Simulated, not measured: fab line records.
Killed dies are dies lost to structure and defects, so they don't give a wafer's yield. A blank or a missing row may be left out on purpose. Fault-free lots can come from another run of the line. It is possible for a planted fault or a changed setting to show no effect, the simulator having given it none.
Which tool did it? | flow nand harc | 11 lots with 33 wafers sampled at 5 steps, on a route of 1159 steps

WHAT THE GAUGES READ, wafer by wafer
NHARC_A_CONTACT_OVL_MEAS_09.
lot  | measured     | on         | overlay x nm (nm) | overlay y nm (nm)
L171 | day 18 01:41 | overlay-01 | 1.0 1.8 1.2       | -0.1 -0.9 -0.4
L178 | day 19 13:56 | overlay-02 | 0.7 0.0 1.0       | -0.7 -1.1 -0.3
L177 | day 19 18:17 | overlay-01 | -1.1 -1.2 -0.7    | 0.4 0.5 0.0
L181 | day 19 21:18 | overlay-01 | 0.5 0.4 0.6       | 0.2 -0.2 0.1
L184 | day 20 05:48 | overlay-02 | -1.4 -1.1 -0.8    | -0.9 -0.7 -0.7
L188 | day 21 06:44 | overlay-01 | 0.1 -0.1 0.3      | -1.0 -1.6 -1.0
L185 | day 21 09:46 | overlay-01 | 0.4 1.0 1.4       | -0.5 -0.2 -0.8
L186 | day 21 13:44 | overlay-01 | -1.1 -0.5 -0.7    | 0.1 0.7 -0.1
L191 | day 22 19:20 | overlay-02 | -0.5 -0.2 -0.5    | -0.5 0.3 -0.1
L189 | day 23 00:23 | overlay-02 | 0.4 0.5 0.6       | -0.6 -0.7 -0.8
L190 | day 23 03:01 | overlay-01 | -0.4 -0.6 -0.5    | -1.2 -1.1 -1.0

NHARC_END_SORT_01.
lot  | measured     | on        | killed at array | killed at other | killed at periphery | killed dies | killed open | killed short
L177 | day 22 14:36 | prober-02 | 674 35 58       | 1 2 0           | 2 6 2               | 677 43 60   | 5 1 6       | 0 3 5
L181 | day 22 13:46 | prober-01 | 29 29 673       | 0 0 1           | 3 2 2               | 32 31 676   | 2 5 7       | 3 1 3
L184 | day 22 22:17 | prober-02 | 41 48 36        | 2 1 2           | 3 6 4               | 46 55 42    | 3 2 1       | 1 4 3
L185 | day 24 00:59 | prober-01 | 16 14 10        | 0 0 2           | 4 0 8               | 20 14 20    | 5 2 4       | 1 2 1
L186 | day 24 09:49 | prober-01 | 27 33 17        | 1 2 0           | 5 3 3               | 33 38 20    | 2 3 1       | 1 1 1
L191 | day 24 21:50 | prober-01 | 18 21 37        | 3 1 1           | 3 6 4               | 24 28 42    | 3 4 6       | 2 1 3
L189 | day 25 06:00 | prober-02 | 38 26 40        | 1 0 0           | 5 1 1               | 44 27 41    | 2 5 3       | 3 1 1

TOOL THAT RAN EACH LOT (tool first, then ch and the chambers of the sampled wafers, then the start)
lot  | NHARC_A_CONTACT_ETCH_31            | NHARC_A_CONTACT_ETCH_135             | NHARC_A_CONTACT_ETCH_98
L171 | rie diel-03 ch 2,3, day 18 02:25   | har cap etch-01 ch 0,1, day 18 03:03 | rie diel-08 ch 0,2,3, no start
L178 | rie diel-08 ch 2,3, day 19 14:38   | har cap etch-01 ch 0,1, day 19 15:15 | rie diel-13 ch 1,2, no start
L177 | rie diel-08 ch 1,2,3, day 19 19:19 | har cap etch-01 ch 1, day 19 19:56   | rie diel-03 ch 1,3, day 19 21:03
L181 | rie diel-08 ch 1,3, day 19 22:23   | har cap etch-03 ch 1, day 19 22:57   | rie diel-03 ch 1,2, day 20 00:11
L184 | rie diel-03 ch 0,2,3, day 20 06:34 | har cap etch-02 ch 0,1, day 20 07:07 | rie diel-03 ch 0,3, day 22 22:17 or earlier
L188 | rie diel-03 ch 1,2,3, day 21 07:49 | har cap etch-01 ch 0,1, day 21 08:24 | rie diel-03 ch 0,2, no start
L185 | rie diel-03 ch 0,1, day 21 10:35   | har cap etch-03 ch 0,1, day 21 11:15 | rie diel-03 ch 0,2,3, day 24 00:59 or earlier
L186 | rie diel-03 ch 2,3, day 21 14:28   | har cap etch-01 ch 0,1, day 21 15:05 | rie diel-13 ch 0,1,3, day 24 09:49 or earlier
L191 | rie diel-03 ch 2,3, day 22 20:46   | har cap etch-01 ch 0,1, day 22 21:19 | rie diel-03 ch 0,1, day 24 21:50 or earlier
L189 | rie diel-03 ch 0,3, day 23 01:11   | har cap etch-03 ch 0,1, day 23 01:44 | rie diel-03 ch 0,3, day 25 06:00 or earlier
L190 | rie diel-03 ch 0,1, day 23 03:43   | har cap etch-03 ch 0,1, day 23 04:22 | rie diel-03 ch 1,2,3, no start
- NHARC_A_CONTACT_ETCH_31: etches the open film in O2/COS, target depth 2000 nm, time 520 s.
- NHARC_A_CONTACT_ETCH_135: etches the open film in C4F8/O2/Ar, time 132 s, target depth 1287 nm.
- NHARC_A_CONTACT_ETCH_98: etches the open film in C4F6/O2, target depth 20 nm, time 10 s.

WHAT THE TOOLS THEMSELVES READ (means of the sampled wafers that have a number; where no wafer has one, the mark that the record gives instead)
NHARC_A_CONTACT_ETCH_31.
lot  | tool        | chamber pressure mTorr (mTorr) | drypump motor current A (A) | oes product au (a.u.) | rf vpp V (V) | showerhead plenum p Torr (Torr) | throttle valve pct (%)
L171 | rie diel-03 | 20.006                         | 6.3                         | 1.001                 | 313.1        | 3.03                            | 28.332
L178 | rie diel-08 | 20.005                         | 5.2                         | 1.009                 | 311.6        | 2.91                            | 28.323
L177 | rie diel-08 | 20.000                         | 5.5                         | 0.950                 | 310.7        | 2.91                            | 28.328
L181 | rie diel-08 | 19.992                         | 5.5                         | 0.958                 | 311.6        | 2.90                            | 28.321
L184 | rie diel-03 | 20.002                         | 6.1                         | 0.996                 | 313.1        | 3.04                            | 28.323
L188 | rie diel-03 | 20.013                         | 5.9                         | 1.002                 | 314.8        | 3.14                            | 28.332
L185 | rie diel-03 | 19.989                         | 5.6                         | 1.003                 | 315.2        | 3.22                            | 28.326
L186 | rie diel-03 | 20.004                         | 6.3                         | 0.997                 | 312.1        | 3.02                            | 28.331
L191 | rie diel-03 | 20.007                         | 6.3                         | 0.992                 | 312.7        | 3.01                            | 28.339
L189 | rie diel-03 | 20.005                         | 6.3                         | 0.995                 | 311.9        | 2.98                            | 28.327
L190 | rie diel-03 | 20.007                         | 5.7                         | 1.007                 | 314.3        | 3.12                            | 28.341

NHARC_A_CONTACT_ETCH_135.
lot  | tool            | chamber pressure mTorr (mTorr)
L171 | har cap etch-01 | 20.000
L178 | har cap etch-01 | 20.016
L177 | har cap etch-01 | 19.985
L181 | har cap etch-03 | 19.999
L184 | har cap etch-02 | 20.006
L188 | har cap etch-01 | 19.988
L185 | har cap etch-03 | 20.004
L186 | har cap etch-01 | 19.980
L191 | har cap etch-01 | 20.007
L189 | har cap etch-03 | 19.998
L190 | har cap etch-03 | 19.987

NHARC_A_CONTACT_ETCH_98.
lot  | tool        | c4f6 flow sccm (sccm) | chamber pressure mTorr (mTorr) | drypump motor current A (A) | oes product au (a.u.) | rf vpp V (V) | showerhead plenum p Torr (Torr) | throttle valve pct (%)
L171 | rie diel-08 | 25.04                 | 29.991                         | 5.3                         | 0.956                 | 542          | 3.70                            | 26.902
L178 | rie diel-13 | 24.98                 | 29.987                         | 5.3                         | 0.947                 | 544          | 3.81                            | 26.912
L177 | rie diel-03 | 25.06                 | 29.973                         | 6.1                         | 0.929                 | 546          | 3.88                            | 26.900
L181 | rie diel-03 | 24.95                 | 30.010                         | 5.7                         | 0.970                 | 549          | 4.01                            | 26.900
L184 | rie diel-03 | 24.93                 | 30.001                         | 6.1                         | 0.942                 | 544          | 3.79                            | 26.903
L188 | rie diel-03 | 25.00                 | 30.008                         | 5.9                         | 0.957                 | 546          | 3.89                            | 26.906
L185 | rie diel-03 | 25.01                 | 29.997                         | 6.1                         | 0.953                 | 545          | 3.82                            | 26.899
L186 | rie diel-13 | 25.02                 | 29.997                         | 6.1                         | 0.951                 | 546          | 3.87                            | 26.909
L191 | rie diel-03 | 25.06                 | 29.997                         | 5.6                         | 0.947                 | 549          | 4.04                            | 26.898
L189 | rie diel-03 | 25.01                 | 30.010                         | 6.3                         | 0.945                 | 544          | 3.76                            | 26.911
L190 | rie diel-03 | 25.09                 | 30.020                         | 5.9                         | 0.955                 | 547          | 3.93                            | 26.901

THE ANSWER, worked out from the rows above alone
Rule: usual is defined by the lots themselves. Put in order of their means at a reading, lots are off if they are a third of the lots or fewer, leave a main group of 4 or more, and stand apart from it by a gap of 3 or more times the standard deviation of the main group's means; of several such gaps the widest counts. The tables above print the reading to a certain number of digits; a main group whose means all agree to those digits is not used. Also off: a lot with no number at a reading for which 4 or more lots have one. The other lots that the step has rows for count as sound. Order of review: gauges by route order, followed by the tools' own readings, for which a lot's mean as printed above is used. The first step at which some lot is off is used, and at that step the reading that is off furthest; a lot without a number counts as furthest.
Off: L177, L181 (NHARC_END_SORT_01, killed at array). The main group has a mean of 28 with a standard deviation of 9.6. Neither off nor sound, because the step has no rows for them: L171, L178, L188, L190.
If a tool, at a process step before that reading, ran all the lots that are off and no sound lot after the first of them, it fits. Not tried: the gauges at NHARC_END_SORT_01; whatever is off there is also off at NHARC_A_CONTACT_ETCH_31, on other tools, and gauge error can't account for it. With no start given for some of its lots, NHARC_A_CONTACT_ETCH_98 uses the hours and lot order of NHARC_END_SORT_01. One fits: rie diel-08 at NHARC_A_CONTACT_ETCH_31. It ran no sound lot before its first lot that is off in this sample, so the start can't be narrowed down.
The tool's own readings at NHARC_A_CONTACT_ETCH_31 bear it out: on the lots that are off they differ by more than 5 times the standard deviation of the sound lots' means. oes product au reads 0.954 a.u. there against 0.997 a.u. on the sound lots.

WHAT THE SIMULATOR HAD INSERTED
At NHARC_A_CONTACT_ETCH_31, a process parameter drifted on rie diel-08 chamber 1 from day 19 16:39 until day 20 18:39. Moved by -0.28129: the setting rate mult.
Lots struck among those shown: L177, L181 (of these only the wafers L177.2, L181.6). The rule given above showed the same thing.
